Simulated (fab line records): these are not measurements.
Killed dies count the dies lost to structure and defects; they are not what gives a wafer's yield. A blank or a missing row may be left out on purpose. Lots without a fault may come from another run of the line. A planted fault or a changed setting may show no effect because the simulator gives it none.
One fault seen from 2 desks | flow n5-finfet | numbers are kept per desk, each desk with only its own; the story behind them comes last

## AT THE TOOL OWNER'S DESK: rie-diel-06
The tool's own readings at N5_SDB_HM_OPEN_20 (chemistry CH3F/O2, target SiNx, stops on poly-Si, target depth 24 nm): means of the sampled wafers that have a number, for each lot that ran on this tool. Marked OUT: a lot whose mean sits more than 4 standard deviations from the usual mean, which makes it out of limits; the brackets give that distance.
Columns: A = drypump-motor-current-A at N5_SDB_HM_OPEN_20, usual 5.9 A; B = oes-product-au at N5_SDB_HM_OPEN_20, usual 0.64 a.u.; C = rf-vpp-V at N5_SDB_HM_OPEN_20, usual 296.0 V; D = showerhead-plenum-p-Torr at N5_SDB_HM_OPEN_20, usual 1.99 Torr; E = throttle-valve-pct at N5_SDB_HM_OPEN_20, usual 16.42 %
lot  | first seen here | A   | B    | C     | D    | E
L218 | day 3 19:05     | 5.8 | 0.63 | 291.4 | 1.93 | 16.34
L230 | day 6 23:46     | 5.8 | 0.67 | 294.2 | 2.01 | 16.24
L232 | day 7 09:25     | 6.0 | 0.71 | 297.5 | 2.02 | 16.21
L236 | day 8 07:33     | 5.6 | 0.70 | 293.6 | 2.02 | 16.13
L239 | day 9 04:56     | 6.2 | 0.70 | 296.4 | 1.94 | 16.14
This desk's verdict: no lot among the 5 shows anything out of limits.

## FROM THE METROLOGY DESK
Means of the sampled wafers that have a number, per lot and without regard to the tool the lot ran on: this is what the gauges read. Marked OUT: a lot whose mean sits more than 4 standard deviations from the usual mean, which makes it out of limits; the brackets give that distance. Of its 10 readings 7 are shown: those that lie furthest out on some lot.
Columns: A = DIBL_N at N5_BEOL_M4_RC_MEAS_101, usual 35.9 mV/V; B = DIBL_P at N5_BEOL_M4_RC_MEAS_101, usual 36.3 mV/V; C = IOFF_N at N5_BEOL_M4_RC_MEAS_101, usual 0.153 nA/um; D = ION_N at N5_BEOL_M4_RC_MEAS_101, usual 672 uA/um; E = SS_P at N5_BEOL_M4_RC_MEAS_101, usual 73.3 mV/dec; F = VT_N at N5_BEOL_M4_RC_MEAS_101, usual 250.4 mV; G = VT_P at N5_BEOL_M4_RC_MEAS_101, usual -250.5 mV
lot  | first seen here | A    | B    | C     | D   | E    | F     | G
L218 | day 8 00:50     | 35.5 | 35.4 | 0.140 | 666 | 73.0 | 251.5 | -255.8
L219 | day 8 15:58     | 36.7 | 36.8 | 0.172 | 678 | 73.6 | 250.7 | -251.8
L225 | day 10 09:09    | 37.8 | 38.8 | 0.184 | 678 | 74.4 | 247.9 | -249.3
L230 | day 11 11:40    | 35.5 | 34.0 | 0.138 | 665 | 73.3 | 253.8 | -252.7
L232 | day 12 04:38    | 36.7 | 37.0 | 0.183 | 676 | 73.8 | 245.2 | -247.5
L234 | day 12 15:55    | 36.6 | 37.7 | 0.162 | 675 | 73.3 | 252.6 | -251.3
L236 | day 13 16:50    | 35.2 | 35.4 | 0.144 | 672 | 73.1 | 250.4 | -249.8
L239 | day 14 01:10    | 36.2 | 37.2 | 0.164 | 686 | 74.1 | 249.1 | -249.4
This desk's verdict: no lot among the 8 shows anything out of limits.

## BROUGHT TOGETHER
Nothing out of limits was seen by the tool owner's desk.
Metrology desk: nothing out of limits seen.

## WHAT HAD BEEN PUT IN BY THE SIMULATOR
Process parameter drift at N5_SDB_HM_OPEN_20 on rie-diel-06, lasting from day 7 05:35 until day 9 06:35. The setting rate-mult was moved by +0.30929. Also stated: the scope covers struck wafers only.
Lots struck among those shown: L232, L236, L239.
